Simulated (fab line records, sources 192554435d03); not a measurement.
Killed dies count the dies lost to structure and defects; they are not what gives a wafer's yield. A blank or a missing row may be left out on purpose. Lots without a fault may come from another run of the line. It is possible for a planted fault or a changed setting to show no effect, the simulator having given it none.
fab line records	flow n5_finfet
record lots=24	wafers=72	last_day=18
route steps=1938 shown BEOL_M8@1387 BEOL_M9@1403
lots that met no fault: from a run of the same line without faults
start_h: the number of hours between the record's first day and the start of the first shown wafer of the lot	wait_h: how many hours have passed since the lot's step before this one	" identical to the entry in the row above	L1.1+2: a row that stands for several wafers	- value missing, or start not given	* or withheld: withheld	< > ~ a bound
route shown NAME@n: names a module that has steps shown in the file, with the first one's number in the route	usual: mean/standard deviation of fault-free wafers	same: alike in all rows	chamber/n: place in a boat	sites: per-site readings	_std_site: the values' standard deviation	_edge_site: outer sites' mean less inner sites'	radius_mm: how far each site lies from the wafer's centre	mask NAME#n: copy n	behind: the most recent tool/chamber to have shaped the wafer	hold: the reason the lot was held/the length of the hold in hours/how it ended	device: the n, p or np transistor that did not switch	end of line: the same wafers' tests at the end of the route	for a step that has no rows: nothing shown but its recipe	killed: dies that structure and defects cost at the first sort, which is not the same as the wafer's yield	map: shows each die of a wafer: x if killed, . if not, _ if none is there
set.NAME: the setting that was run; set.NAME@STEP: the one run at that earlier step	model.NAME: the simulator's own value behind a step, which no gauge read
route steps across a sampled set of lots; one table per step, one row per wafer
services: the hour from which a tool's chamber was out of use, counted from the record's first day as start_h (under 0 if before that day), plus the number of hours and why
## steps
# step N5_BEOL_M8_DEGAS_44
# recipe ambient=vacuum	temp_c=250	time_s=60
# usual heater_power_w=329/34
lot.wafer	tool	chamber	start_h	wait_h	heater_power_w
L074.1	pvd_sputter-01	-	203.18	0.6	382
L074.2	"	-	"	"	348
L074.3	"	-	"	"	278
L076.1	pvd_sputter-01	-	208.05	0.4	376
L076.4	"	-	"	"	358
L076.6	"	-	"	"	372
L075.1	pvd_sputter-02	-	217.29	0.5	298
L075.3	"	-	"	"	286
L075.4	"	-	"	"	349
L077.2	pvd_sputter-02	-	220.07	0.3	292
L077.4	"	-	"	"	359
L077.6	"	-	"	"	285
L078.1	pvd_sputter-02	-	227.45	0.3	294
L078.3	"	-	"	"	299
L078.4	"	-	"	"	345
L079.2	pvd_sputter-01	-	234.94	0.2	354
L079.3	"	-	"	"	283
L079.6	"	-	"	"	291
L081.4	pvd_sputter-03	-	242.72	0.1	337
L081.5	"	-	"	"	332
L081.6	"	-	"	"	370
L080.1	pvd_sputter-03	-	247.24	2.0	364
L080.3	"	-	"	"	322
L080.6	"	-	"	"	324
L082.1	pvd_sputter-02	-	251.44	0.7	280
L082.5	"	-	"	"	297
L082.6	"	-	"	"	292
L083.2	pvd_sputter-01	-	256.82	0.2	315
L083.4	"	-	"	"	350
L083.6	"	-	"	"	377
L085.1	pvd_sputter-01	-	265.98	0.4	374
L085.3	"	-	"	"	347
L085.5	"	-	"	"	319
L084.1	pvd_sputter-03	-	266.27	0.4	374
L084.3	"	-	"	"	320
L084.4	"	-	"	"	325
L086.1	pvd_sputter-02	-	275.23	0.9	304
L086.3	"	-	"	"	280
L086.5	"	-	"	"	350
L087.2	pvd_sputter-02	-	281.45	0.3	298
L087.5	"	-	"	"	346
L087.6	"	-	"	"	286
L088.1	pvd_sputter-01	-	288.25	0.3	373
L088.3	"	-	"	"	315
L088.5	"	-	"	"	322
L090.1	pvd_sputter-01	-	295.01	0.4	375
L090.5	"	-	"	"	353
L090.6	"	-	"	"	374
L089.1	pvd_sputter-03	-	305.18	0.4	373
L089.2	"	-	"	"	318
L089.6	"	-	"	"	374
L092.1	pvd_sputter-01	-	316.42	0.4	327
L092.3	"	-	"	"	378
L092.4	"	-	"	"	341
L095.3	pvd_sputter-02	-	330.04	0.4	297
L095.4	"	-	"	"	293
L095.6	"	-	"	"	293
L093.2	pvd_sputter-01	-	330.15	0.5	348
L093.4	"	-	"	"	316
L093.5	"	-	"	"	322
L091.1	pvd_sputter-02	-	330.34	0.3	352
L091.5	"	-	"	"	291
L091.6	"	-	"	"	301
L094.2	pvd_sputter-01	-	337.89	0.3	323
L094.4	"	-	"	"	382
L094.6	"	-	"	"	378
L096.1	pvd_sputter-01	-	349.23	2.3	325
L096.5	"	-	"	"	381
L096.6	"	-	"	"	346
L097.4	pvd_sputter-01	-	349.31	1.5	287
L097.5	"	-	"	"	350
L097.6	"	-	"	"	288
# step N5_BEOL_M8_ANNEAL_51
# recipe temp_c=225	time_s=90	ambient=N2
# usual wafer_temp_C_max=226.2/0.42
lot.wafer	tool	chamber	start_h	wait_h	wafer_temp_C_max
L074.1	rtp_anneal-02	0	204.11	0.1	226.6
L074.2	"	0	"	"	226.7
L074.3	"	0	"	"	227.0
L076.1	rtp_anneal-02	0	209.06	0.1	226.3
L076.4	"	0	"	"	226.2
L076.6	"	0	"	"	226.2
L075.1	rtp_anneal-01	0	221.01	1.6	226.0
L075.3	"	0	"	"	225.5
L075.4	"	0	"	"	225.4
L077.2	rtp_anneal-02	0	226.71	5.8	226.1
L077.4	"	0	"	"	226.4
L077.6	"	0	"	"	226.3
L078.1	rtp_anneal-02	0	231.65	3.5	226.4
L078.3	"	0	"	"	226.5
L078.4	"	0	"	"	226.7
L079.2	rtp_anneal-02	0	239.78	0.3	226.6
L079.3	"	0	"	"	226.6
L079.6	"	0	"	"	226.4
L081.4	rtp_anneal-01	0	245.28	0.3	225.7
L081.5	"	0	"	"	225.6
L081.6	"	0	"	"	226.0
L080.1	rtp_anneal-02	0	248.10	0.1	227.1
L080.3	"	0	"	"	226.6
L080.6	"	0	"	"	226.5
L082.1	rtp_anneal-02	0	252.34	0.1	226.3
L082.5	"	0	"	"	226.5
L082.6	"	0	"	"	226.4
L083.2	rtp_anneal-01	0	257.89	0.3	226.0
L083.4	"	0	"	"	225.9
L083.6	"	0	"	"	225.9
L085.1	rtp_anneal-02	0	267.84	0.6	226.3
L085.3	"	0	"	"	226.8
L085.5	"	0	"	"	226.7
L084.1	rtp_anneal-02	0	268.11	0.8	226.1
L084.3	"	0	"	"	226.1
L084.4	"	0	"	"	226.3
L086.1	rtp_anneal-01	0	276.47	0.4	226.1
L086.3	"	0	"	"	225.9
L086.5	"	0	"	"	226.1
L087.2	rtp_anneal-02	0	282.69	0.2	226.3
L087.5	"	0	"	"	226.7
L087.6	"	0	"	"	226.4
L088.1	rtp_anneal-01	0	289.64	0.3	226.1
L088.3	"	0	"	"	226.0
L088.5	"	0	"	"	225.8
L090.1	rtp_anneal-01	0	297.74	0.1	226.3
L090.5	"	0	"	"	225.9
L090.6	"	0	"	"	226.0
L089.1	rtp_anneal-02	0	306.55	0.5	226.4
L089.2	"	0	"	"	226.2
L089.6	"	0	"	"	225.9
L092.1	rtp_anneal-02	0	317.55	0.3	226.3
L092.3	"	0	"	"	226.3
L092.4	"	0	"	"	226.3
L095.3	rtp_anneal-01	0	331.18	0.3	225.7
L095.4	"	0	"	"	225.3
L095.6	"	0	"	"	225.4
L093.2	rtp_anneal-01	0	331.41	0.4	225.9
L093.4	"	0	"	"	225.7
L093.5	"	0	"	"	225.8
L091.1	rtp_anneal-02	0	331.68	0.3	226.7
L091.5	"	0	"	"	226.6
L091.6	"	0	"	"	226.5
L094.2	rtp_anneal-01	0	339.62	0.8	226.0
L094.4	"	0	"	"	226.2
L094.6	"	0	"	"	225.7
L096.1	rtp_anneal-02	0	350.05	0.1	226.2
L096.5	"	0	"	"	226.2
L096.6	"	0	"	"	226.7
L097.4	rtp_anneal-01	0	350.34	0.2	225.9
L097.5	"	0	"	"	225.8
L097.6	"	0	"	"	226.1
# step N5_BEOL_M9_THK_MEAS_01
# recipe reads=SiCOH_lowk_of_BEOL_M9_ILD_DEP_00
# usual M9_ILD_THK=269/4.1
lot.wafer	tool	chamber	start_h	wait_h	M9_ILD_THK[nm]
L074.1	film_metro-01	-	205.49	0.4	265
L074.2	"	-	"	"	266
L074.3	"	-	"	"	265
L076.1	film_metro-01	-	210.44	0.4	269
L076.4	"	-	"	"	267
L076.6	"	-	"	"	268
L075.1	film_metro-02	-	222.65	0.4	265
L075.3	"	-	"	"	261
L075.4	"	-	"	"	268
L077.2	film_metro-02	-	228.04	0.4	268
L077.4	"	-	"	"	275
L077.6	"	-	"	"	271
L078.1	film_metro-02	-	233.29	0.4	269
L078.3	"	-	"	"	268
L078.4	"	-	"	"	271
L079.2	film_metro-01	-	241.26	0.4	264
L079.3	"	-	"	"	268
L079.6	"	-	"	"	263
L081.4	film_metro-02	-	246.53	0.2	271
L081.5	"	-	"	"	272
L081.6	"	-	"	"	272
L080.1	film_metro-02	-	249.47	0.4	271
L080.3	"	-	"	"	266
L080.6	"	-	"	"	269
L082.1	film_metro-01	-	253.71	0.4	272
L082.5	"	-	"	"	271
L082.6	"	-	"	"	276
L083.2	film_metro-01	-	259.40	0.4	267
L083.4	"	-	"	"	269
L083.6	"	-	"	"	276
L085.1	film_metro-02	-	269.95	0.4	267
L085.3	"	-	"	"	261
L085.5	"	-	"	"	263
L084.1	film_metro-02	-	270.21	0.4	268
L084.3	"	-	"	"	262
L084.4	"	-	"	"	268
L086.1	film_metro-01	-	278.32	0.8	269
L086.3	"	-	"	"	265
L086.5	"	-	"	"	274
L087.2	film_metro-02	-	284.05	0.4	263
L087.5	"	-	"	"	273
L087.6	"	-	"	"	273
L088.1	film_metro-02	-	291.03	0.4	269
L088.3	"	-	"	"	263
L088.5	"	-	"	"	271
L090.1	film_metro-02	-	299.15	0.4	262
L090.5	"	-	"	"	261
L090.6	"	-	"	"	270
L089.1	film_metro-01	-	308.03	0.4	272
L089.2	"	-	"	"	272
L089.6	"	-	"	"	276
L092.1	film_metro-01	-	320.11	0.4	274
L092.3	"	-	"	"	270
L092.4	"	-	"	"	280
L095.3	film_metro-01	-	332.65	0.3	265
L095.4	"	-	"	"	271
L095.6	"	-	"	"	268
L093.2	film_metro-01	-	333.13	0.4	271
L093.4	"	-	"	"	270
L093.5	"	-	"	"	273
L091.1	film_metro-01	-	333.65	0.7	266
L091.5	"	-	"	"	276
L091.6	"	-	"	"	271
L094.2	film_metro-02	-	340.95	0.4	268
L094.4	"	-	"	"	272
L094.6	"	-	"	"	267
L097.4	film_metro-01	-	351.58	0.2	273
L097.5	"	-	"	"	270
L097.6	"	-	"	"	277
L096.1	film_metro-01	-	351.90	0.8	261
L096.5	"	-	"	"	269
L096.6	"	-	"	"	268
# step N5_BEOL_M9_INSPECT_30
# recipe mode=adi	inspect_instrument=brightfield
# usual raw_defect_count=395/75
lot.wafer	tool	chamber	start_h	wait_h	raw_defect_count
L074.1	defect_inspect-02	-	209.47	0.1	460
L074.2	"	-	"	"	510
L074.3	"	-	"	"	552
L076.1	defect_inspect-02	-	215.48	0.1	320
L076.4	"	-	"	"	473
L076.6	"	-	"	"	351
L075.1	defect_inspect-02	-	225.25	0.1	444
L075.3	"	-	"	"	446
L075.4	"	-	"	"	372
L077.2	defect_inspect-01	-	230.17	0.0	312
L077.4	"	-	"	"	258
L077.6	"	-	"	"	309
L078.1	defect_inspect-01	-	238.58	0.1	472
L078.3	"	-	"	"	453
L078.4	"	-	"	"	473
L079.2	defect_inspect-02	-	245.63	0.0	480
L079.3	"	-	"	"	422
L079.6	"	-	"	"	483
L081.4	defect_inspect-01	-	249.87	0.0	405
L081.5	"	-	"	"	380
L081.6	"	-	"	"	530
L080.1	defect_inspect-02	-	251.23	0.1	449
L080.3	"	-	"	"	428
L080.6	"	-	"	"	400
L082.1	defect_inspect-02	-	258.43	0.1	324
L082.5	"	-	"	"	269
L082.6	"	-	"	"	344
L083.2	defect_inspect-01	-	264.36	0.0	364
L083.4	"	-	"	"	449
L083.6	"	-	"	"	372
L085.1	defect_inspect-02	-	273.01	0.1	403
L085.3	"	-	"	"	309
L085.5	"	-	"	"	466
L084.1	defect_inspect-02	-	273.47	0.1	376
L084.3	"	-	"	"	360
L084.4	"	-	"	"	298
L086.1	defect_inspect-02	-	285.64	0.1	407
L086.3	"	-	"	"	321
L086.5	"	-	"	"	430
L087.2	defect_inspect-02	-	287.57	0.0	336
L087.5	"	-	"	"	376
L087.6	"	-	"	"	383
L088.1	defect_inspect-01	-	293.37	0.1	606
L088.3	"	-	"	"	464
L088.5	"	-	"	"	378
L090.1	defect_inspect-01	-	303.61	0.1	426
L090.5	"	-	"	"	522
L090.6	"	-	"	"	422
L089.1	defect_inspect-02	-	313.64	0.1	432
L089.2	"	-	"	"	380
L089.6	"	-	"	"	481
L092.1	defect_inspect-02	-	325.02	0.1	318
L092.3	"	-	"	"	555
L092.4	"	-	"	"	337
L095.3	defect_inspect-02	-	336.47	0.0	455
L095.4	"	-	"	"	406
L095.6	"	-	"	"	376
L093.2	defect_inspect-02	-	336.60	0.0	257
L093.4	"	-	"	"	340
L093.5	"	-	"	"	460
L091.1	defect_inspect-02	-	337.39	0.1	363
L091.5	"	-	"	"	239
L091.6	"	-	"	"	324
L094.2	defect_inspect-02	-	344.35	0.0	407
L094.4	"	-	"	"	380
L094.6	"	-	"	"	470
L096.1	defect_inspect-02	-	357.41	0.1	273
L096.5	"	-	"	"	259
L096.6	"	-	"	"	367
L097.4	defect_inspect-01	-	358.50	0.0	458
L097.5	"	-	"	"	376
L097.6	"	-	"	"	576
# step N5_BEOL_M9_STRIP_36
# recipe chemistry=N2/H2	power_w=450	temp_c=40	pressure_mtorr=20	rf_frequency_hz=6e+07	overash_fraction=0.3	bias_power_w=7	h2_frac=0.5	n2_flow_sccm=200	h2_flow_sccm=200
# usual drypump_motor_current_A=5.5/0.46	oes_product_au=0.80/0.079	power_w=450.2/1.5	rf_vpp_V=59.1/1.4	showerhead_plenum_p_Torr=2.53/0.074	throttle_valve_pct=23.7/0.4
lot.wafer	tool	chamber	start_h	wait_h	drypump_motor_current_A	oes_product_au	power_w	rf_hours_counter_h	rf_vpp_V	showerhead_plenum_p_Torr	throttle_valve_pct
L074.1	rie_diel-04	2	209.75	0.0	5.2	0.86	450.3	43	58.5	2.59	23.9
L074.2	"	0	"	"	5.6	0.91	450.4	26	59.0	2.49	23.7
L074.3	"	3	"	"	4.8	0.97	449.3	10	58.9	2.47	22.9
L076.1	rie_diel-06	1	215.76	0.0	6.3	0.87	449.0	37	57.5	2.68	23.2
L076.4	"	0	"	"	5.0	0.69	448.0	235	57.5	2.53	24.4
L076.6	"	0	"	"	5.0	0.69	449.6	-	60.3	2.53	24.4
L075.1	rie_diel-06	2	225.69	0.0	5.6	0.76	448.0	138	58.4	2.44	24.1
L075.3	"	1	"	"	6.3	0.86	449.1	40	58.5	2.68	23.2
L075.4	"	3	"	"	4.8	0.84	450.9	48	58.2	2.49	23.6
L077.2	rie_diel-06	3	230.44	0.0	4.8	0.86	451.0	50	60.4	2.49	23.6
L077.4	"	2	"	"	5.6	0.77	451.0	139	57.7	2.44	24.1
L077.6	"	3	"	"	4.8	0.86	451.9	-	60.3	2.49	23.6
L078.1	rie_diel-06	1	238.86	0.0	6.3	0.85	453.2	44	63.6	2.68	23.2
L078.3	"	3	"	"	4.8	0.86	451.1	52	57.3	2.49	23.6
L078.4	"	2	"	"	5.6	0.76	450.5	142	60.0	2.44	24.1
L079.2	rie_diel-05	3	245.91	0.0	5.7	0.66	447.7	235	56.3	2.61	23.5
L079.3	"	0	"	"	5.1	0.76	450.6	141	60.2	2.45	24.1
L079.6	"	2	"	"	5.8	0.83	451.6	-	60.3	2.56	23.4
L081.4	rie_diel-05	2	250.14	0.0	5.8	0.83	450.2	81	58.8	2.56	23.4
L081.5	"	1	"	"	5.8	0.80	449.6	-	59.1	2.55	23.4
L081.6	"	2	"	"	5.8	0.82	451.7	-	59.6	2.56	23.4
L080.1	rie_diel-06	1	251.50	0.0	6.3	0.84	451.9	49	58.3	2.68	23.2
L080.3	"	2	"	"	5.6	0.77	449.8	146	57.7	2.44	24.1
L080.6	"	2	"	"	5.6	0.75	449.9	-	61.0	2.44	24.1
L082.1	rie_diel-06	3	258.71	0.0	4.8	0.86	450.0	59	58.0	2.49	23.6
L082.5	"	3	"	"	4.8	0.85	448.4	-	57.7	2.49	23.6
L082.6	"	0	"	"	5.0	0.66	450.5	-	59.1	2.52	24.4
L083.2	rie_diel-06	1	264.65	0.0	6.3	0.83	449.7	54	58.5	2.67	23.2
L083.4	"	1	"	"	6.3	0.84	451.7	-	59.8	2.67	23.2
L083.6	"	2	"	"	5.6	0.75	451.5	-	60.0	2.44	24.1
L085.1	rie_diel-05	0	273.29	0.0	5.2	0.74	448.2	150	57.5	2.44	24.2
L085.3	"	3	"	"	5.7	0.66	447.7	245	57.2	2.61	23.6
L085.5	"	0	"	"	5.1	0.74	451.0	-	58.2	2.44	24.1
L084.1	rie_diel-05	1	273.75	0.0	5.8	0.79	450.5	121	58.9	2.54	23.4
L084.3	"	0	"	"	5.1	0.75	450.1	150	58.3	2.44	24.2
L084.4	"	3	"	"	5.7	0.66	451.8	-	58.8	2.61	23.6
L086.1	rie_diel-05	3	285.92	0.0	5.7	0.65	450.6	247	60.6	2.61	23.6
L086.3	"	1	"	"	5.8	0.80	447.7	123	59.7	2.54	23.4
L086.5	"	3	"	"	5.7	0.65	448.0	-	58.5	2.61	23.6
L087.2	rie_diel-06	3	287.95	0.0	4.8	0.83	449.4	70	57.9	2.48	23.6
L087.5	"	1	"	"	6.3	0.84	450.8	-	59.4	2.67	23.2
L087.6	"	3	"	"	4.8	0.84	449.1	-	62.5	2.48	23.6
L088.1	rie_diel-06	3	293.65	0.0	4.8	0.83	449.3	71	59.1	2.48	23.6
L088.3	"	1	"	"	6.3	0.82	448.0	64	60.4	2.67	23.3
L088.5	"	2	"	"	5.6	0.74	449.6	-	58.3	2.43	24.1
L090.1	rie_diel-05	1	303.89	0.0	5.8	0.79	453.4	129	57.6	2.54	23.5
L090.5	"	0	"	"	5.1	0.73	451.9	-	58.9	2.44	24.2
L090.6	"	1	"	"	5.8	0.78	453.2	-	59.7	2.54	23.4
L089.1	rie_diel-06	0	313.97	0.0	5.0	0.94	448.1	7	58.8	2.52	24.2
L089.2	"	1	"	"	6.3	0.82	448.8	70	59.0	2.67	23.3
L089.6	"	1	"	"	6.3	0.80	447.7	-	58.9	2.67	23.2
L092.1	rie_diel-04	1	325.30	0.0	5.4	0.68	452.8	229	58.9	2.49	23.9
L092.3	"	3	"	"	4.8	0.89	446.0	45	58.8	2.46	23.0
L092.4	"	0	"	"	5.6	0.86	450.8	56	59.3	2.48	23.8
L095.3	rie_diel-04	0	336.75	0.0	5.6	0.87	450.1	59	55.8	2.48	23.8
L095.4	"	3	"	"	4.8	0.89	451.8	49	61.2	2.46	23.0
L095.6	"	1	"	"	5.4	0.68	451.5	-	57.7	2.49	23.9
L093.2	rie_diel-06	1	337.19	0.0	6.3	0.83	449.5	77	61.1	2.66	23.3
L093.4	"	0	"	"	5.0	0.94	451.1	14	60.7	2.51	24.2
L093.5	"	0	"	"	5.0	0.93	448.9	-	61.8	2.51	24.2
L091.1	rie_diel-05	1	337.67	0.0	5.8	0.78	449.2	139	59.7	2.53	23.5
L091.5	"	3	"	"	5.7	0.95	451.2	-	57.5	2.60	23.1
L091.6	"	2	"	"	5.9	0.79	449.1	-	58.4	2.55	23.5
L094.2	rie_diel-04	3	344.63	0.0	4.8	0.90	448.2	51	57.8	2.45	23.0
L094.4	"	0	"	"	5.6	0.86	450.2	61	59.7	2.48	23.8
L094.6	"	0	"	"	5.6	0.86	448.8	-	61.9	2.48	23.8
L096.1	rie_diel-05	3	357.68	0.0	5.7	0.95	448.6	14	59.3	2.60	23.1
L096.5	"	0	"	"	5.1	0.73	448.6	-	60.4	2.43	24.2
L096.6	"	3	"	"	5.7	0.94	447.9	-	60.5	2.60	23.1
L097.4	rie_diel-05	0	358.77	0.0	5.1	0.73	449.9	176	59.8	2.43	24.2
L097.5	"	1	"	"	5.8	0.78	448.8	-	59.3	2.53	23.4
L097.6	"	2	"	"	5.8	0.79	451.1	-	59.7	2.55	23.5
# step N5_BEOL_M9_CD_MEAS_35
# recipe target_cd_nm=70	target_cd_y_nm=40	polarity=opening
# usual cd_nm=69.8/0.87
lot.wafer	tool	chamber	start_h	wait_h	cd_nm
L074.1	cd_sem-03	-	210.12	0.0	71.2
L074.2	"	-	"	"	70.3
L074.3	"	-	"	"	70.3
L076.1	cd_sem-02	-	216.14	0.0	70.6
L076.4	"	-	"	"	70.6
L076.6	"	-	"	"	70.7
L075.1	cd_sem-03	-	226.07	0.0	69.9
L075.3	"	-	"	"	70.5
L075.4	"	-	"	"	69.4
L077.2	cd_sem-02	-	230.81	0.0	68.8
L077.4	"	-	"	"	70.4
L077.6	"	-	"	"	70.7
L078.1	cd_sem-02	-	239.22	0.0	71.4
L078.3	"	-	"	"	70.2
L078.4	"	-	"	"	68.8
L079.2	cd_sem-02	-	246.29	0.0	69.3
L079.3	"	-	"	"	68.3
L079.6	"	-	"	"	70.1
L081.4	cd_sem-02	-	250.51	0.0	71.0
L081.5	"	-	"	"	68.5
L081.6	"	-	"	"	70.2
L080.1	cd_sem-02	-	251.87	0.0	70.7
L080.3	"	-	"	"	70.1
L080.6	"	-	"	"	69.3
L082.1	cd_sem-01	-	259.08	0.0	68.3
L082.5	"	-	"	"	69.7
L082.6	"	-	"	"	71.3
L083.2	cd_sem-03	-	265.02	0.0	69.4
L083.4	"	-	"	"	70.7
L083.6	"	-	"	"	68.0
L085.1	cd_sem-02	-	273.66	0.0	69.5
L085.3	"	-	"	"	69.4
L085.5	"	-	"	"	70.3
L084.1	cd_sem-01	-	274.11	0.0	69.9
L084.3	"	-	"	"	68.7
L084.4	"	-	"	"	70.6
L086.1	cd_sem-02	-	286.29	0.0	70.0
L086.3	"	-	"	"	69.3
L086.5	"	-	"	"	69.8
L087.2	cd_sem-01	-	288.33	0.0	68.8
L087.5	"	-	"	"	70.5
L087.6	"	-	"	"	68.6
L088.1	cd_sem-02	-	294.01	0.0	70.1
L088.3	"	-	"	"	69.8
L088.5	"	-	"	"	69.8
L090.1	cd_sem-02	-	304.27	0.0	70.0
L090.5	"	-	"	"	70.8
L090.6	"	-	"	"	68.4
L089.1	cd_sem-02	-	314.34	0.0	68.4
L089.2	"	-	"	"	71.1
L089.6	"	-	"	"	69.5
L092.1	cd_sem-03	-	325.66	0.0	70.0
L092.3	"	-	"	"	69.5
L092.4	"	-	"	"	69.0
L095.3	cd_sem-01	-	337.13	0.0	70.1
L095.4	"	-	"	"	69.4
L095.6	"	-	"	"	70.0
L093.2	cd_sem-02	-	337.56	0.0	70.3
L093.4	"	-	"	"	68.9
L093.5	"	-	"	"	70.2
L091.1	cd_sem-03	-	338.04	0.0	69.9
L091.5	"	-	"	"	69.2
L091.6	"	-	"	"	69.0
L094.2	cd_sem-03	-	345.00	0.0	68.2
L094.4	"	-	"	"	69.7
L094.6	"	-	"	"	69.7
L096.1	cd_sem-01	-	358.05	0.0	70.8
L096.5	"	-	"	"	70.3
L096.6	"	-	"	"	70.6
L097.4	cd_sem-01	-	359.14	0.0	68.6
L097.5	"	-	"	"	70.1
L097.6	"	-	"	"	69.1
## services
tool	chamber	start_h	hours	kind
rie_diel-05	-	199.23	2.8	pm
rtp_anneal-02	-	218.50	6.7	pm
rie_diel-06	0	261.52	-	clean
rie_diel-06	0	261.52	-	consumable_replace:focus_ring
rie_diel-06	0	261.52	27.6	scheduled_down
rie_diel-06	0	261.52	27.6	vent_cycle
rie_diel-05	2	268.41	8.9	repair
rie_diel-04	0	281.69	8.8	repair
rie_diel-05	3	295.09	-	clean
rie_diel-05	3	295.09	-	consumable_replace:focus_ring
rie_diel-05	3	295.09	17.3	scheduled_down
rie_diel-05	3	295.09	17.3	vent_cycle
rie_diel-06	3	296.55	2.8	repair
rie_diel-05	1	307.24	4.8	repair
rie_diel-06	1	338.64	6.6	repair
rie_diel-04	0	351.31	15.8	repair
## key
fault none
